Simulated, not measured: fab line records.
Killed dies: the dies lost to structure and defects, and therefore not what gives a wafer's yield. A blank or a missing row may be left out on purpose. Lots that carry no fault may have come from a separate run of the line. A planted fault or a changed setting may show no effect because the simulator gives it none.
Which tool was responsible? ; flow nand_harc ; 36 wafers from 12 lots sampled at 4 of the route's 1302 steps

WHAT THE GAUGES READ, wafer by wafer
NHARC_A_CONTACT_CD_MEAS_69: target cd 300 nm.
lot;measured;on;cd_nm (nm)
L075;day 22 16:11;cd_sem-02;301.4 300.8 300.1
L077;day 22 22:00;cd_sem-02;299.8 299.9 300.4
L080;day 24 01:01;cd_sem-01;300.7 300.5 300.9
L081;day 24 20:05;cd_sem-01;300.3 299.9 300.1
L085;day 26 16:55;cd_sem-02;299.2 299.9 300.1
L086;day 26 20:54;cd_sem-02;300.9 300.8 301.0
L087;day 27 04:32;cd_sem-03;299.8 299.9 299.5
L091;day 28 16:16;cd_sem-02;299.6 300.2 299.3
L089;day 29 04:20;cd_sem-01;301.1 300.3 300.2
L093;day 29 22:10;cd_sem-02;299.7 299.4 299.6
L095;day 30 22:53;cd_sem-03;299.5 300.5 299.7
L097;day 31 11:30;cd_sem-01;299.3 298.7 299.5

WHAT TOOL EACH LOT RAN ON (gives the tool, then ch and the chambers of the sampled wafers, and finally the start)
lot;NHARC_A_CONTACT_ETCH_115;NHARC_A_CONTACT_ETCH_120;NHARC_A_CONTACT_STRIP_55
L075;har_cap_etch-03 ch 1, day 22 08:49;har_cap_etch-03 ch 1, day 22 09:41;rie_diel-10 ch 0,1,2, day 22 16:11 or earlier
L077;har_cap_etch-03 ch 0,1, day 22 13:07;har_cap_etch-03 ch 0,1, day 22 13:58;rie_diel-03 ch 0,2, day 22 22:00 or earlier
L080;har_cap_etch-01 ch 0,1, day 23 17:28;har_cap_etch-01 ch 0,1, day 23 18:19;rie_diel-10 ch 2,3, day 24 01:01 or earlier
L081;har_cap_etch-03 ch 0,1, day 24 09:26;har_cap_etch-03 ch 0,1, day 24 10:17;rie_diel-02 ch 1,2,3, day 24 20:05 or earlier
L085;har_cap_etch-02 ch 0,1, day 26 04:04;har_cap_etch-02 ch 0,1, day 26 04:55;rie_diel-02 ch 0,1,3, day 26 16:55 or earlier
L086;har_cap_etch-03 ch 0,1, day 26 07:15;har_cap_etch-03 ch 0,1, day 26 08:07;rie_diel-03 ch 1,3, day 26 20:54 or earlier
L087;har_cap_etch-03 ch 0,1, day 26 16:27;har_cap_etch-03 ch 0,1, day 26 17:18;rie_diel-10 ch 1,2,3, day 27 04:32 or earlier
L091;har_cap_etch-02 ch 0,1, day 28 06:54;har_cap_etch-02 ch 0,1, day 28 07:46;rie_diel-10 ch 0,1,2, day 28 16:16 or earlier
L089;har_cap_etch-02 ch 0,1, day 28 16:27;har_cap_etch-02 ch 0,1, day 28 17:35;rie_diel-03 ch 0,2, day 29 04:20 or earlier
L093;har_cap_etch-03 ch 0,1, day 29 14:34;har_cap_etch-03 ch 0,1, day 29 15:26;rie_diel-03 ch 0,1,3, day 29 22:10 or earlier
L095;har_cap_etch-02 ch 0,1, day 30 15:25;har_cap_etch-02 ch 0,1, day 30 16:17;rie_diel-03 ch 0,1,3, day 30 22:53 or earlier
L097;har_cap_etch-03 ch 0,1, day 31 03:59;har_cap_etch-03 ch 0,1, day 31 04:50;rie_diel-10 ch 0,1,3, day 31 11:30 or earlier
- NHARC_A_CONTACT_ETCH_115: etches the open film in C4F8/O2/Ar, time 190 s, target depth 1850 nm.
- NHARC_A_CONTACT_ETCH_120: etches the open film in C4F8/O2/Ar, time 190 s, target depth 1850 nm.
- NHARC_A_CONTACT_STRIP_55: strips in O2.

THE ANSWER, worked out from the rows above alone
Rule: the usual values come from the lots themselves. Put in order of their means at a reading, lots are off if they are a third of the lots or fewer, leave a main group of 4 or more, and stand apart from it by a gap of 3 or more times the standard deviation of the main group's means; of several such gaps the widest counts. If all means in a main group match to the digits the tables above print for the reading, that group is not used. A lot without any number at a reading at which 4 lots or more have one is off too. Where the step has rows for the other lots, those lots are counted as sound.
None of the lots is off at any reading shown; this tells nothing.

WHAT WAS PUT IN BY THE SIMULATOR
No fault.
